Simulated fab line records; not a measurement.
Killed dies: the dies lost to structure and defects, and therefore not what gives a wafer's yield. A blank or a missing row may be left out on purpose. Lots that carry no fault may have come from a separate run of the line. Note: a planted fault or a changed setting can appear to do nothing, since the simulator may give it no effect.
Problem report, 8D (eight disciplines) form, completed by code :: flow nand-harc :: the parts of the form that need people (team, actions taken, sign-off) are left out

## 1. THE PROBLEM
Mean of raw-defect-count at NHARC_A_CHANNEL_HOLE_D2_INSPECT_12: 358 across 2 wafers in 2 lots; on wafers with no fault it is 27 (standard deviation 23). That is +14 standard deviations from the usual mean.
First observed at day 16 19:55: wafer L157.1, on defect-inspect-02. The record holds 36 wafers of 12 lots with a number at this step. By rule, "out" or "out of limits" means more than 4 standard deviations away from the usual mean. All remaining wafers that have a number are taken as sound.

## 2. WHAT IT IS; WHAT IT IS NOT
question: which readings at this step
is: raw-defect-count
is not: -

question: which lots
is: L157, L160
is not: L150, L152, L154, L155, L156, L166, L167, L170, L171, L172

question: which wafers of those lots
is: L157.1, L160.3
is not: L157.2, L157.4, L160.1, L160.6

question: read on which gauges
is: defect-inspect-02
is not: defect-inspect-01

question: when
is: from day 16 19:55
is not: up to then (17 sound wafers); but 17 sound wafers of L160, L166, L167, L170, L171, L172 came after

## 3. THE SUSPECTS, EACH WITH WHAT RULES IT OUT
Counting: if a tool at a process step up to the reading ran every lot that is out, it stays a suspect. Sound lots after the first of them don't rule it out here, since some wafers of a struck lot are sound.
- the gauge at NHARC_A_CHANNEL_HOLE_D2_INSPECT_12: kept. All the wafers that are out were read on defect-inspect-02, and no step on other tools shows them out.
- pecvd-03 at NHARC_A_CHANNEL_HOLE_D2_DEP_01 (deposits SiON, target thk 140 nm): kept. It ran every lot that is out, first L157 (day 16 19:04); its last sound lot up to then is L154 (day 15 10:44).
- pecvd-03, NHARC_A_CHANNEL_HOLE_D2_DEP_01: wafers that are out in chamber 2, sound lot-mates in chambers 0, 1.
The count leaves defect-inspect-02 at NHARC_A_CHANNEL_HOLE_D2_INSPECT_12 and pecvd-03 at NHARC_A_CHANNEL_HOLE_D2_DEP_01.

## 4. THE CAUSE (what the simulator had put in)
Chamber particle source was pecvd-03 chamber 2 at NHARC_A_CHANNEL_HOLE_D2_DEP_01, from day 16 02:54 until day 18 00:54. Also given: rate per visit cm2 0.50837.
2 suspects survive the count, and this tool is in that group.

## 5. THE EFFECT CHAIN, in route order
Rows list readings where the struck wafers' mean (over those with a number) sits beyond 3 standard deviations from the usual. Scope: only readings with a usual standard deviation given in the record; hours: median across lots of the time from each lot's start at the first step in this table that gives one to its start at this step; sigmas: change in usual standard deviations.
hours: 0
step: NHARC_A_CHANNEL_HOLE_D2_INSPECT_12
reading: raw-defect-count
usual: 27
on struck wafers: 358
change: +330
sigmas: +14
At these later measuring or inspecting steps, every struck wafer for which the step has a row has a number for every such reading, and none has moved that far: NHARC_A_CHANNEL_HOLE_D2_INSPECT_40, NHARC_END_SORT_01.

## 6. HOW IT WOULD HAVE BEEN CAUGHT EARLIER
In this record the first reading out of limits at a measuring or inspecting step was taken at day 16 19:55, 17 hours after the fault began at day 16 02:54.
Of the tool readings at NHARC_A_CHANNEL_HOLE_D2_DEP_01 for which the record gives a usual standard deviation, none was out on any struck wafer, so an alarm limit of 4 standard deviations on them would not have fired.
Among the 2 lots that are out, L160 began NHARC_A_CHANNEL_HOLE_D2_DEP_01 on pecvd-03 after day 16 19:55. A tool hold placed at that time would have kept it from harm.
